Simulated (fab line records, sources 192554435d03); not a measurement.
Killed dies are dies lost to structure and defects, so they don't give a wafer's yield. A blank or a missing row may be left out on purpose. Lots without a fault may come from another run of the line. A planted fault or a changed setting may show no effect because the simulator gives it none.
Chamber matching | flow n5_finfet | N5_BEOL_M8_CURE_75 on uv_cure-03: 3 sister chambers
The step cures SiCOH lowk, time 120 s. 16 wafers are shown with their chamber, then 8 later ones without.

WAFERS WITH THEIR CHAMBER
wafer  | chamber | wafer_temp_C_max | lamp_power_pct (%)
L076.2 | 2       | 372.5            | 52.31
L076.5 | 2       | 372.6            | 52.27
L076.6 | 2       | 373.1            | 52.23
L077.2 | 2       | 373.2            | 52.38
L077.3 | 2       | 372.5            | 52.30
L077.6 | 2       | 372.4            | 52.33
L081.3 | 0       | 371.3            | 52.29
L081.4 | 0       | 371.0            | 52.29
L081.6 | 0       | 370.9            | 52.27
L083.1 | 1       | 371.1            | 52.34
L083.3 | 1       | 370.8            | 52.33
L083.5 | 1       | 371.4            | 52.35
L087.3 | 1       | 370.7            | 52.28
L087.4 | 1       | 370.8            | 52.28
L087.5 | 1       | 371.1            | 52.46
L093.2 | 2       | 373.1            | 52.16

SIGNATURES (means of the wafers above)
reading          | chamber 0 | chamber 1 | chamber 2 | scatter within a chamber
wafer_temp_C_max | 371.067   | 370.983   | 372.771   | 0.297
lamp_power_pct   | 52.2833   | 52.3400   | 52.2829   | 0.0637
Rule: a wafer's distance from a chamber is the root of the sum, over the readings, of the square of ((its reading less the chamber's mean) divided by the reading's scatter). The wafer belongs to the nearest chamber; if the next one is less than 2 further off, it can't be placed. The scatter: the root of (the sum of the squares of (reading less its chamber's mean) over the shown wafers, divided by (wafers less chambers)).

WAFERS WITHOUT THEIR CHAMBER
wafer  | wafer_temp_C_max | lamp_power_pct (%)
L093.4 | 372.8            | 52.35
L093.6 | 372.0            | 52.29
L095.1 | 372.6            | 52.28
L095.3 | 372.1            | 52.35
L095.6 | 372.6            | 52.25
L094.3 | 371.3            | 52.28
L094.5 | 370.9            | 52.34
L094.6 | 371.1            | 52.26

WHICH CHAMBER EACH WENT THROUGH
wafer  | from the rows above          | in truth
L093.4 | 2                            | 2
L093.6 | can't be placed: 2 or 0 or 1 | 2
L095.1 | 2                            | 2
L095.3 | can't be placed: 2 or 0 or 1 | 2
L095.6 | 2                            | 2
L094.3 | can't be placed: 0 or 1      | 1
L094.5 | can't be placed: 1 or 0      | 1
L094.6 | can't be placed: 0 or 1      | 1
Placed correctly: 3 of 8. Can't be placed from these rows: 5 (the true chamber is among the candidates in 5). Placed wrongly: 0.
